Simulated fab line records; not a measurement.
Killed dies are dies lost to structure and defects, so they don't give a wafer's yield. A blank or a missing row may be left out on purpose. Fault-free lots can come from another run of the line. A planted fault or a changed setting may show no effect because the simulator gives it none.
fab line records	flow n5_finfet
[record] lots = 10	wafers = 30	last_day = 17
route steps=1938 shown BEOL_M2@887 BEOL_M4@1111
lots with no fault: from the same line, run without faults
start_h: the number of hours between the record's first day and the start of the first shown wafer of the lot	wait_h: hours since the lot's step before	" same as the row above	L1.1+2: a single row standing in for several wafers	- no value, or no start given	* or withheld: withheld	< > ~ a bound
route shown NAME@n: names a module that has steps shown in the file, with the first one's number in the route	usual: average and standard deviation across the fault-free wafers	same: alike in all rows	chamber/n: place in a boat	sites: per-site readings	_std_site: how widely they spread, as a standard deviation	_edge_site: mean of outer sites minus mean of inner sites	radius_mm: for every site, how far away it sits from the centre of the wafer	mask NAME#n: copy n	behind: the tool/chamber that last shaped the wafer	hold: why the lot went on hold/how many hours it stayed there/how the hold came to an end	device: names the non-switching transistor (n, p or np)	end of line: the same wafers' tests at the end of the route	step lacking rows: just its recipe	killed: count of dies lost to structure and defects at first sort (not the wafer's yield)	map: per-die view of a wafer (x killed, . not killed, _ where there is no die)
set.NAME: setting as actually run; set.NAME@STEP: the setting as run at that earlier step	model.NAME: the simulator's own value behind a step, which no gauge read
the route's steps for a sample of lots (tables are steps, rows are wafers)
services: from which hour (start_h, from the record's first day; less than 0 if before it) a tool's chamber was out of use, for how many hours, and why
[[steps]]
[step N5_BEOL_M2_VIA_ETCH_34]
[recipe] chemistry = C4F6/O2	target_depth_a = 694	mask_material = SOC	pressure_mtorr = 15	ion_energy_ev = 250	taper_deg = 4	time_s = 65.9	source_w = 350	bias_w = 170	Ar_flow_sccm = 300	C4F6_flow_sccm = 10	O2_flow_sccm = 10
[usual] drypump_motor_current_A = 5.6/0.58	oes_ar_750_au = 0.83/0.075	oes_product_au = 0.84/0.08	rf_vpp_V = 664/6.8	showerhead_plenum_p_Torr = 2.87/0.084	throttle_valve_pct = 30.65/0.17
lot.wafer	tool	chamber	start_h	wait_h	drypump_motor_current_A	oes_ar_750_au	oes_product_au	rf_hours_counter_h	rf_vpp_V	showerhead_plenum_p_Torr	throttle_valve_pct
L776.1	rie_diel-06	2	144.44	0.0	6.1	0.87	0.88	29	664	2.79	30.72
L776.3	"	0	"	"	5.8	0.73	0.72	192	661	2.83	30.60
L776.6	"	0	"	"	5.8	0.73	0.72	-	662	2.82	30.61
L778.2	rie_diel-04	0	148.02	0.0	6.2	0.86	0.84	44	675	2.90	30.31
L778.3	"	3	"	"	5.5	0.80	0.80	102	674	2.87	30.81
L778.6	"	0	"	"	6.2	0.85	0.86	-	676	2.90	30.31
L779.3	rie_diel-06	3	152.78	0.0	5.0	0.73	0.72	215	658	2.81	30.82
L779.4	"	1	"	"	5.3	0.92	0.93	8	665	2.90	30.73
L779.6	"	1	"	"	5.3	0.92	0.92	-	666	2.90	30.77
L784.2	rie_diel-02	2	186.55	0.0	4.9	0.79	0.79	108	662	2.85	30.87
L784.3	"	0	"	"	5.0	0.95	0.96	3	667	3.04	30.73
L784.6	"	1	"	"	6.7	0.91	0.92	-	653	2.77	30.48
L786.1	rie_diel-02	0	195.27	0.0	5.0	0.93	0.93	6	666	3.03	30.71
L786.2	"	1	"	"	6.7	0.90	0.92	32	654	2.77	30.49
L786.3	"	2	"	"	4.9	0.79	0.78	111	660	2.85	30.87
L787.2	rie_diel-02	0	208.06	0.0	5.0	0.92	0.92	10	667	3.03	30.72
L787.3	"	3	"	"	5.9	0.87	0.87	53	672	2.99	30.46
L787.4	"	2	"	"	5.0	0.78	0.78	116	658	2.84	30.88
L788.2	rie_diel-02	3	212.46	0.0	5.9	0.87	0.87	54	674	2.99	30.45
L788.3	"	2	"	"	4.9	0.78	0.78	118	659	2.84	30.89
L788.5	"	0	"	"	5.0	0.92	0.92	-	665	3.03	30.74
L789.2	rie_diel-02	0	216.87	0.0	5.0	0.91	0.92	14	665	3.03	30.72
L789.3	"	3	"	"	5.9	0.87	0.87	56	672	2.99	30.45
L789.6	"	0	"	"	5.0	0.90	0.92	-	666	3.03	30.73
L793.2	rie_diel-04	0	239.17	0.0	6.3	0.80	0.81	78	677	2.89	30.34
L793.5	"	3	"	"	5.5	0.76	0.77	-	672	2.86	30.84
L793.6	"	0	"	"	6.3	0.81	0.81	-	676	2.89	30.35
L798.2	rie_diel-06	3	272.02	0.0	5.0	0.99	1.01	4	658	2.79	30.53
L798.4	"	0	"	"	5.8	0.69	0.69	244	662	2.80	30.66
L798.5	"	3	"	"	5.0	0.99	1.01	-	656	2.79	30.53
[step N5_BEOL_M2_PRE_CLEAN_45]
[recipe] gas = H2/He	time_s = 30	temp_c = 250
[usual] heater_power_w = 341/42
lot.wafer	tool	chamber	start_h	wait_h	heater_power_w
L776.1	pvd_sputter-02	-	145.47	0.0	403
L776.3	"	-	"	"	413
L776.6	"	-	"	"	394
L778.2	pvd_sputter-01	-	148.59	0.0	300
L778.3	"	-	"	"	345
L778.6	"	-	"	"	363
L779.3	pvd_sputter-02	-	153.52	0.0	422
L779.4	"	-	"	"	311
L779.6	"	-	"	"	277
L784.2	pvd_sputter-03	-	187.76	0.0	356
L784.3	"	-	"	"	296
L784.6	"	-	"	"	352
L786.1	pvd_sputter-03	-	195.91	0.0	346
L786.2	"	-	"	"	296
L786.3	"	-	"	"	296
L787.2	pvd_sputter-01	-	208.79	0.0	394
L787.3	"	-	"	"	320
L787.4	"	-	"	"	348
L788.2	pvd_sputter-03	-	214.38	0.0	297
L788.3	"	-	"	"	300
L788.5	"	-	"	"	331
L789.2	pvd_sputter-01	-	217.50	0.0	372
L789.3	"	-	"	"	403
L789.6	"	-	"	"	391
L793.2	pvd_sputter-02	-	239.68	0.0	309
L793.5	"	-	"	"	421
L793.6	"	-	"	"	274
L798.2	pvd_sputter-03	-	274.49	0.0	301
L798.4	"	-	"	"	348
L798.5	"	-	"	"	364
[step N5_BEOL_M2_CVD_47]
[recipe] material = Co	target_thk_a = 30	temp_c = withheld	precursor = CCTBA/H2	pressure_torr = 30	time_s = 223.8
[usual] run_length_s = 246.8/0.67
lot.wafer	tool	chamber	start_h	wait_h	run_length_s
L776.1	cvd_co-01	1	146.01	0.0	247.5
L776.3	"	0	"	"	246.5
L776.6	"	0	"	"	245.6
L778.2	cvd_co-02	1	149.06	0.1	247.4
L778.3	"	2	"	"	246.4
L778.6	"	2	"	"	246.6
L779.3	cvd_co-02	2	153.94	0.0	246.5
L779.4	"	1	"	"	247.1
L779.6	"	2	"	"	247.2
L784.2	cvd_co-02	2	188.28	0.1	247.4
L784.3	"	1	"	"	247.6
L784.6	"	0	"	"	247.4
L786.1	cvd_co-01	1	196.59	0.2	247.9
L786.2	"	0	"	"	246.1
L786.3	"	2	"	"	246.0
L787.2	cvd_co-01	0	209.44	0.2	407.5
L787.3	"	1	"	"	247.0
L787.4	"	1	"	"	408.8
L788.2	cvd_co-01	2	214.83	0.1	407.8
L788.3	"	1	"	"	247.0
L788.5	"	0	"	"	246.1
L789.2	cvd_co-02	0	217.95	0.1	247.4
L789.3	"	2	"	"	246.5
L789.6	"	2	"	"	246.9
L793.2	cvd_co-02	0	240.03	0.0	247.8
L793.5	"	0	"	"	247.2
L793.6	"	2	"	"	246.8
L798.2	cvd_co-02	0	275.10	0.1	247.3
L798.4	"	0	"	"	247.3
L798.5	"	2	"	"	246.5
[step N5_BEOL_M2_SPUTTER_79]
[recipe] material = Cu	target_thk_a = 45	temp_c = -20	chamber_pressure_pa = 0.07	power_w = withheld	time_s = 8.29
[usual] throttle_valve_pct = 30.1/0.43
lot.wafer	tool	chamber	start_h	wait_h	throttle_valve_pct
L776.1	pvd_sputter-02	-	146.57	0.1	30.2
L776.3	"	-	"	"	30.7
L776.6	"	-	"	"	30.1
L778.2	pvd_sputter-01	-	149.49	0.1	29.7
L778.3	"	-	"	"	29.9
L778.6	"	-	"	"	30.1
L779.3	pvd_sputter-01	-	154.32	0.1	31.0
L779.4	"	-	"	"	29.5
L779.6	"	-	"	"	29.5
L784.2	pvd_sputter-01	-	188.66	0.1	30.2
L784.3	"	-	"	"	30.0
L784.6	"	-	"	"	29.5
L786.1	pvd_sputter-02	-	196.97	0.1	29.9
L786.2	"	-	"	"	30.2
L786.3	"	-	"	"	29.9
L787.2	pvd_sputter-03	-	210.16	0.1	29.4
L787.3	"	-	"	"	29.9
L787.4	"	-	"	"	30.2
L788.2	pvd_sputter-03	-	215.22	0.1	29.8
L788.3	"	-	"	"	30.5
L788.5	"	-	"	"	29.5
L789.2	pvd_sputter-03	-	218.42	0.1	30.4
L789.3	"	-	"	"	30.2
L789.6	"	-	"	"	30.0
L793.2	pvd_sputter-01	-	240.41	0.1	29.9
L793.5	"	-	"	"	30.1
L793.6	"	-	"	"	29.7
L798.2	pvd_sputter-01	-	275.55	0.1	31.1
L798.4	"	-	"	"	30.0
L798.5	"	-	"	"	29.7
[step N5_BEOL_M4_RC_MEAS_101]
[usual] DIBL_N = 36.4/1.4	DIBL_P = 36.3/1.5	IOFF_N = 0.162/0.023	IOFF_P = 0.211/0.027	ION_N = 676/9.7	ION_P = 463/6.4	SS_N = 71.5/0.5	SS_P = 73.3/0.6	VT_N = 249.3/2.5	VT_P = -249.9/2.8
lot.wafer	tool	chamber	start_h	wait_h	DIBL_N[mV/V]	DIBL_P[mV/V]	IOFF_N[nA/um]	IOFF_P[nA/um]	ION_N[uA/um]	ION_P[uA/um]	SS_N[mV/dec]	SS_P[mV/dec]	VT_N[mV]	VT_P[mV]
L776.1	prober-02	0	171.00	0.0	38.5	37.2	0.193	0.238	675	461	72.4	73.6	249.0	-247.1
L776.3	"	0	"	"	37.3	36.1	0.166	0.221	675	467	71.7	73.4	249.5	-250.3
L776.6	"	0	"	"	37.8	36.4	0.186	0.228	676	459	72.4	74.0	248.0	-248.3
L778.2	prober-02	0	173.70	0.2	36.4	35.9	0.157	0.212	680	470	70.9	73.2	248.7	-249.4
L778.3	"	0	"	"	37.6	36.8	0.184	0.222	685	468	71.6	73.4	247.1	-247.8
L778.6	"	0	"	"	36.8	35.5	0.168	0.214	683	468	71.6	72.8	247.9	-248.2
L779.3	prober-02	0	180.56	0.3	36.4	36.6	0.157	0.228	673	465	71.7	73.9	252.4	-249.1
L779.4	"	0	"	"	36.8	37.2	0.168	0.234	667	463	72.5	74.0	250.6	-248.0
L779.6	"	0	"	"	34.2	34.2	0.123	0.191	664	456	71.4	72.8	254.9	-250.8
L784.2	prober-01	0	217.96	0.2	36.1	37.9	0.168	0.210	679	464	71.3	74.0	247.3	-248.0
L784.3	"	0	"	"	35.1	36.0	0.144	0.177	674	458	71.2	73.6	250.4	-253.1
L784.6	"	0	"	"	34.5	35.8	0.128	0.178	660	460	71.1	73.0	252.3	-252.5
L786.1	prober-02	0	233.52	0.0	35.0	36.0	0.133	0.176	668	463	71.6	73.2	250.4	-252.8
L786.2	"	0	"	"	35.8	36.0	0.146	0.171	657	446	71.3	72.7	252.2	-252.0
L786.3	"	0	"	"	35.3	36.2	0.143	0.181	675	459	71.8	73.3	248.1	-255.4
L787.2	prober-01	0	236.50	0.2	35.7	34.9	0.142	0.204	672	468	71.3	72.5	249.4	-246.3
L787.3	"	0	"	"	36.9	36.0	0.154	0.207	660	459	71.2	73.3	246.6	-248.5
L787.4	"	0	"	"	37.6	35.8	0.162	0.207	661	452	72.1	72.9	251.6	-247.9
L788.2	prober-02	0	237.07	0.2	37.0	36.7	0.177	0.185	682	456	71.9	73.0	247.8	-255.2
L788.3	"	0	"	"	37.2	38.1	0.190	0.202	687	458	71.6	74.1	247.5	-252.1
L788.5	"	0	"	"	37.8	37.9	0.192	0.205	686	459	71.6	73.4	244.2	-253.5
L789.2	prober-02	0	241.10	0.2	38.3	37.4	0.166	0.247	669	462	71.2	73.4	248.3	-245.2
L789.3	"	0	"	"	36.5	35.2	0.143	0.202	679	467	71.3	73.2	247.4	-248.1
L789.6	"	0	"	"	37.7	36.0	0.160	0.222	670	455	71.3	72.9	249.1	-247.1
L793.2	prober-02	0	262.77	0.2	34.5	34.5	0.114	0.160	675	458	70.7	72.1	257.0	-254.2
L793.5	"	0	"	"	36.7	37.4	0.153	0.189	671	455	71.2	73.1	250.9	-253.6
L793.6	"	0	"	"	37.1	37.9	0.167	0.222	683	460	71.2	73.3	250.9	-250.4
L798.2	prober-01	0	296.27	0.2	36.9	36.1	0.163	0.192	676	459	71.7	73.5	249.4	-251.9
L798.4	"	0	"	"	40.8	42.2	0.254	0.309	706	473	72.2	75.0	244.1	-243.8
L798.5	"	0	"	"	38.4	38.3	0.188	0.240	699	472	71.9	74.3	248.1	-250.8
[[services]]
tool	chamber	start_h	hours	kind
cvd_co-01	-	131.37	6.9	pm
rie_diel-06	-	153.59	1.2	repair
rie_diel-02	0	162.16	-	clean
rie_diel-02	0	162.16	-	consumable_replace:focus_ring
rie_diel-02	0	162.16	-	consumable_replace:showerhead
rie_diel-02	0	162.16	13.7	scheduled_down
rie_diel-02	0	162.16	13.7	vent_cycle
pvd_sputter-01	-	164.86	1.5	repair
rie_diel-06	1	175.24	16.7	repair
pvd_sputter-02	-	187.05	3.7	repair
cvd_co-02	-	193.68	4.3	pm
rie_diel-02	3	196.56	2.4	repair
rie_diel-02	-	217.41	0.9	repair
rie_diel-02	-	221.67	28.1	pm
rie_diel-06	3	240.20	-	clean
rie_diel-06	3	240.20	-	consumable_replace:focus_ring
rie_diel-06	3	240.20	19.6	scheduled_down
rie_diel-06	3	240.20	19.6	vent_cycle
[[key]]
[first_sign] step = N5_BEOL_M2_CVD_47	reading = run_length_s	direction = up	sigmas = 99+	usual = *	struck = *
effect none on later readings
met_at N5_BEOL_M2_CVD_47
struck_lots L787,L788
struck_wafers L787.2,L787.4,L788.2
not_acting_at N5_BEOL_M2_VIA_ETCH_34,N5_BEOL_M2_PRE_CLEAN_45,N5_BEOL_M2_SPUTTER_79
onset_between 196.59 209.44
[fault] kind = process_parameter_drift	tool = cvd_co-01	chamber = -	onset_h = 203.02	steps = N5_BEOL_M2_CVD_47	channel = time_s	offset = *	shape = step	end_h = 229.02	scope = struck_wafers_only	acts_in = *	stated = *
